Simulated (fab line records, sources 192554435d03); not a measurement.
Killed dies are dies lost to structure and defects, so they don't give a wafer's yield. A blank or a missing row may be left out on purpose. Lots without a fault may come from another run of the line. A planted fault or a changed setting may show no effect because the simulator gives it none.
Chamber matching | flow n5_finfet | N5_GATE_CUT_SAC_CAP_01 on ald_sin-04: 4 sister chambers
The step material SiNx, target thk 24 nm, pulse time 1 s, ald cycles 480. 22 wafers are shown with their chamber, then 11 later ones without.

WAFERS WITH THEIR CHAMBER
wafer  | chamber | heater_power_outer_w (W) | heater_power_w (W) | precursor_pulse_height_rel
L074.1 | 0       | 548                      | 811                | 1.001
L074.2 | 3       | 476                      | 762                | 1.007
L074.3 | 2       | 545                      | 920                | 0.991
L076.1 | 1       | 457                      | 833                | 1.006
L076.2 | 0       | 552                      | 863                | 0.985
L076.4 | 3       | 491                      | 778                | 1.031
L078.1 | 1       | 449                      | 828                | 0.998
L078.2 | 3       | 484                      | 775                | 1.007
L078.3 | 0       | 545                      | 841                | 0.986
L080.2 | 1       | 440                      | 853                | 1.001
L080.5 | 1       | 450                      | 840                | 0.989
L080.6 | 2       | 530                      | 893                | 0.975
L083.1 | 3       | 487                      | 778                | 1.007
L083.3 | 1       | 457                      | 850                | 0.993
L083.5 | 2       | 544                      | 913                | 0.993
L084.1 | 3       | 485                      | 767                | 1.036
L084.3 | 2       | 546                      | 956                | 1.009
L084.6 | 2       | 549                      | 928                | 0.982
L086.2 | 1       | 449                      | 849                | 1.012
L086.5 | 3       | 497                      | 784                | 0.980
L086.6 | 0       | 546                      | 853                | 1.011
L089.1 | 0       | 567                      | 822                | 1.011

SIGNATURES (means of the wafers above)
reading                    | chamber 0 | chamber 1 | chamber 2 | chamber 3 | scatter within a chamber
heater_power_outer_w       | 551.60    | 450.33    | 542.80    | 486.67    | 7.43
heater_power_w             | 838.00    | 842.17    | 922.00    | 774.00    | 16.3
precursor_pulse_height_rel | 0.99880   | 0.99983   | 0.99000   | 1.01133   | 0.0143
Rule: a wafer's distance from a chamber is the root of the sum, over the readings, of the square of ((its reading less the chamber's mean) divided by the reading's scatter). The wafer belongs to the nearest chamber; if the next one is less than 2 further off, it can't be placed. The scatter: the root of (the sum of the squares of (reading less its chamber's mean) over the shown wafers, divided by (wafers less chambers)).

WAFERS WITHOUT THEIR CHAMBER
wafer  | heater_power_outer_w (W) | heater_power_w (W) | precursor_pulse_height_rel
L089.3 | 542                      | 909                | 0.985
L089.6 | 543                      | 835                | 1.017
L091.1 | 445                      | 817                | 0.990
L091.5 | 559                      | 823                | 1.000
L091.6 | 463                      | 829                | 0.994
L090.1 | 530                      | 931                | 1.000
L090.3 | 562                      | 828                | 1.007
L090.5 | 483                      | 766                | 0.991
L093.1 | 489                      | 765                | 0.996
L093.2 | 553                      | 855                | 1.018
L093.4 | 543                      | 889                | 0.983

WHICH CHAMBER EACH WENT THROUGH
wafer  | from the rows above     | in truth
L089.3 | 2                       | 2
L089.6 | 0                       | 0
L091.1 | 1                       | 1
L091.5 | 0                       | 0
L091.6 | 1                       | 1
L090.1 | 2                       | 2
L090.3 | 0                       | 0
L090.5 | 3                       | 3
L093.1 | 3                       | 3
L093.2 | 0                       | 0
L093.4 | can't be placed: 2 or 0 | 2
Placed correctly: 10 of 11. Can't be placed from these rows: 1 (the true chamber is among the candidates in 1). Placed wrongly: 0.
